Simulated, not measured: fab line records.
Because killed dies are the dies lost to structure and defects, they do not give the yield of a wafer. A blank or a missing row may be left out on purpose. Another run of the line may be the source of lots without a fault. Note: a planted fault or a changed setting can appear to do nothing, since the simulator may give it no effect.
Chamber matching || flow n5 finfet || 3 sister chambers for N5_BEOL_M15_DEP_53 on pecvd-04
The step deposits SiCN from 3MS/NH3, target thk 50 nm, time 17.8 s. 16 wafers are shown with their chamber, then 8 later ones without.

== WAFERS, EACH WITH ITS CHAMBER ==
{"wafer": "L077.1", "chamber": 0, "throttle valve pct (%)": 20.4, "showerhead plenum p Torr (Torr)": 4.12}
{"wafer": "L077.4", "chamber": 2, "throttle valve pct (%)": 17.6, "showerhead plenum p Torr (Torr)": 4.12}
{"wafer": "L077.5", "chamber": 1, "throttle valve pct (%)": 17.9, "showerhead plenum p Torr (Torr)": 4.20}
{"wafer": "L078.1", "chamber": 1, "throttle valve pct (%)": 17.8, "showerhead plenum p Torr (Torr)": 4.21}
{"wafer": "L078.2", "chamber": 2, "throttle valve pct (%)": 17.7, "showerhead plenum p Torr (Torr)": 4.12}
{"wafer": "L078.3", "chamber": 0, "throttle valve pct (%)": 20.6, "showerhead plenum p Torr (Torr)": 4.13}
{"wafer": "L085.3", "chamber": 0, "throttle valve pct (%)": 20.3, "showerhead plenum p Torr (Torr)": 4.12}
{"wafer": "L085.4", "chamber": 2, "throttle valve pct (%)": 17.7, "showerhead plenum p Torr (Torr)": 4.13}
{"wafer": "L085.5", "chamber": 0, "throttle valve pct (%)": 20.5, "showerhead plenum p Torr (Torr)": 4.13}
{"wafer": "L089.2", "chamber": 2, "throttle valve pct (%)": 18.0, "showerhead plenum p Torr (Torr)": 4.13}
{"wafer": "L089.4", "chamber": 0, "throttle valve pct (%)": 20.5, "showerhead plenum p Torr (Torr)": 4.13}
{"wafer": "L089.6", "chamber": 1, "throttle valve pct (%)": 17.9, "showerhead plenum p Torr (Torr)": 4.21}
{"wafer": "L088.1", "chamber": 0, "throttle valve pct (%)": 20.5, "showerhead plenum p Torr (Torr)": 4.14}
{"wafer": "L088.4", "chamber": 1, "throttle valve pct (%)": 17.7, "showerhead plenum p Torr (Torr)": 4.21}
{"wafer": "L088.5", "chamber": 0, "throttle valve pct (%)": 20.6, "showerhead plenum p Torr (Torr)": 4.14}
{"wafer": "L092.2", "chamber": 2, "throttle valve pct (%)": 17.7, "showerhead plenum p Torr (Torr)": 4.14}

SIGNATURES (averages over the wafers above)
{"reading": "throttle valve pct", "chamber 0": 20.486, "chamber 1": 17.825, "chamber 2": 17.740, "scatter within a chamber": 0.12}
{"reading": "showerhead plenum p Torr", "chamber 0": 4.1300, "chamber 1": 4.2075, "chamber 2": 4.1280, "scatter within a chamber": 0.00762}
Rule: distance of a wafer from a chamber = root of the sum over the readings of ((wafer's reading minus chamber's mean) / reading's scatter) squared. If the next closest chamber is less than 2 further off than the closest, the wafer can't be placed; otherwise it belongs to the closest. How the scatter is found: for the shown wafers, subtract from each reading the mean of its chamber, square and add these, divide the total by (wafers less chambers), then take the root.

== WAFERS WITH NO CHAMBER GIVEN ==
{"wafer": "L092.4", "throttle valve pct (%)": 20.5, "showerhead plenum p Torr (Torr)": 4.11}
{"wafer": "L092.5", "throttle valve pct (%)": 17.8, "showerhead plenum p Torr (Torr)": 4.22}
{"wafer": "L094.1", "throttle valve pct (%)": 17.7, "showerhead plenum p Torr (Torr)": 4.13}
{"wafer": "L094.4", "throttle valve pct (%)": 18.0, "showerhead plenum p Torr (Torr)": 4.13}
{"wafer": "L094.5", "throttle valve pct (%)": 20.4, "showerhead plenum p Torr (Torr)": 4.14}
{"wafer": "L097.1", "throttle valve pct (%)": 18.0, "showerhead plenum p Torr (Torr)": 4.21}
{"wafer": "L097.2", "throttle valve pct (%)": 17.7, "showerhead plenum p Torr (Torr)": 4.14}
{"wafer": "L097.3", "throttle valve pct (%)": 20.3, "showerhead plenum p Torr (Torr)": 4.14}

== CHAMBER TAKEN BY EACH ==
{"wafer": "L092.4", "from the rows above": 0, "in truth": 0}
{"wafer": "L092.5", "from the rows above": 1, "in truth": 1}
{"wafer": "L094.1", "from the rows above": 2, "in truth": 2}
{"wafer": "L094.4", "from the rows above": 2, "in truth": 2}
{"wafer": "L094.5", "from the rows above": 0, "in truth": 0}
{"wafer": "L097.1", "from the rows above": 1, "in truth": 1}
{"wafer": "L097.2", "from the rows above": 2, "in truth": 2}
{"wafer": "L097.3", "from the rows above": 0, "in truth": 0}
8 of 8 placed correctly. From these rows, 0 cannot be placed. 0 placed wrongly.
